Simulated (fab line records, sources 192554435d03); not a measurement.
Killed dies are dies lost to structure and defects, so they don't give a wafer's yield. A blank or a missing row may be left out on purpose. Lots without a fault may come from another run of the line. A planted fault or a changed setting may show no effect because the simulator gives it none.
Which tool did it? | flow n5_finfet | 9 lots, 27 wafers sampled, at 4 steps of a route of 1938

WHAT THE GAUGES READ, wafer by wafer
N5_SD_EPI_N_INSPECT_26: inspects for defects (darkfield).
lot  | measured    | on                | raw_defect_count
L330 | day 4 04:43 | defect_inspect-01 | 126 202 156
L337 | day 6 00:59 | defect_inspect-02 | 950 239 910
L339 | day 6 15:31 | defect_inspect-02 | 198 1002 185
L340 | day 6 18:44 | defect_inspect-01 | 197 205 216
L344 | day 7 18:49 | defect_inspect-02 | 190 230 229
L345 | day 7 22:40 | defect_inspect-02 | 224 175 204
L346 | day 8 03:51 | defect_inspect-02 | 225 242 304
L347 | day 8 12:17 | defect_inspect-02 | 183 256 217
L349 | day 8 23:37 | defect_inspect-02 | 176 225 249

WHICH TOOL RAN EACH LOT (tool, then ch and the chambers of the sampled wafers, then the start)
lot  | N5_SPACER0_ALD_07                | N5_SD_EPI_N_ETCHBACK_44           | N5_SD_EPI_N_ETCH_45
L330 | ald_sin-01 ch 0,1,2, day 3 23:23 | rie_diel-02 ch 1,2,3, day 4 01:00 | rie_diel-02 ch 1,2,3, day 4 01:06
L337 | ald_sin-03 ch 0,2,3, day 5 19:15 | rie_diel-02 ch 1,2, day 5 20:43   | rie_diel-02 ch 1,2, day 5 20:49
L339 | ald_sin-04 ch 0,1,2, day 6 10:13 | rie_diel-02 ch 0,1,2, day 6 11:41 | rie_diel-02 ch 0,1,2, day 6 11:47
L340 | ald_sin-03 ch 1,2,3, day 6 13:52 | rie_diel-03 ch 1,3, day 6 15:13   | rie_diel-03 ch 1,3, day 6 15:19
L344 | ald_sin-03 ch 1,2,3, day 7 12:25 | rie_diel-03 ch 1,2, day 7 14:11   | rie_diel-03 ch 1,2, day 7 14:17
L345 | ald_sin-01 ch 0,3, day 7 17:31   | rie_diel-06 ch 1,2, day 7 18:59   | rie_diel-06 ch 1,2, day 7 19:05
L346 | ald_sin-04 ch 0,1, day 7 22:57   | rie_diel-06 ch 1,2,3, day 8 00:18 | rie_diel-06 ch 1,2,3, day 8 00:24
L347 | ald_sin-01 ch 0,1,3, day 8 06:31 | rie_diel-03 ch 0,2,3, day 8 08:25 | rie_diel-03 ch 0,2,3, day 8 08:31
L349 | ald_sin-01 ch 0,1,2, day 8 17:32 | rie_diel-02 ch 1,2,3, day 8 20:04 | rie_diel-02 ch 1,2,3, day 8 20:10
- N5_SPACER0_ALD_07: deposits SiNx, target thk 2 nm.
- N5_SD_EPI_N_ETCHBACK_44: etches SiNx in CH3F/O2, stops on SiO2, target depth 14.5 nm.
- N5_SD_EPI_N_ETCH_45: etches SiOCN in CH3F/O2, target depth 6 nm.

THE ANSWER, worked out from the rows above alone
Rule: what is usual is taken from the lots themselves. Put in order of their means at a reading, lots are off if they are a third of the lots or fewer, leave a main group of 4 or more, and stand apart from it by a gap of 3 or more times the standard deviation of the main group's means; of several such gaps the widest counts. A main group whose means are all the same, to the digits that the tables above print for the reading, isn't used. A lot without any number at a reading at which 4 lots or more have one is off too. The other lots that the step has rows for count as sound.
Off: L337, L339, at N5_SD_EPI_N_INSPECT_26 (raw_defect_count). The main group: mean 211, standard deviation 26.
A tool fits if, at a process step before that reading, it ran every lot that is off, and no sound lot after the first of them. The gauges at N5_SD_EPI_N_INSPECT_26 are tried like those tools. None of those tried fits.

WHAT THE SIMULATOR HAD PUT IN
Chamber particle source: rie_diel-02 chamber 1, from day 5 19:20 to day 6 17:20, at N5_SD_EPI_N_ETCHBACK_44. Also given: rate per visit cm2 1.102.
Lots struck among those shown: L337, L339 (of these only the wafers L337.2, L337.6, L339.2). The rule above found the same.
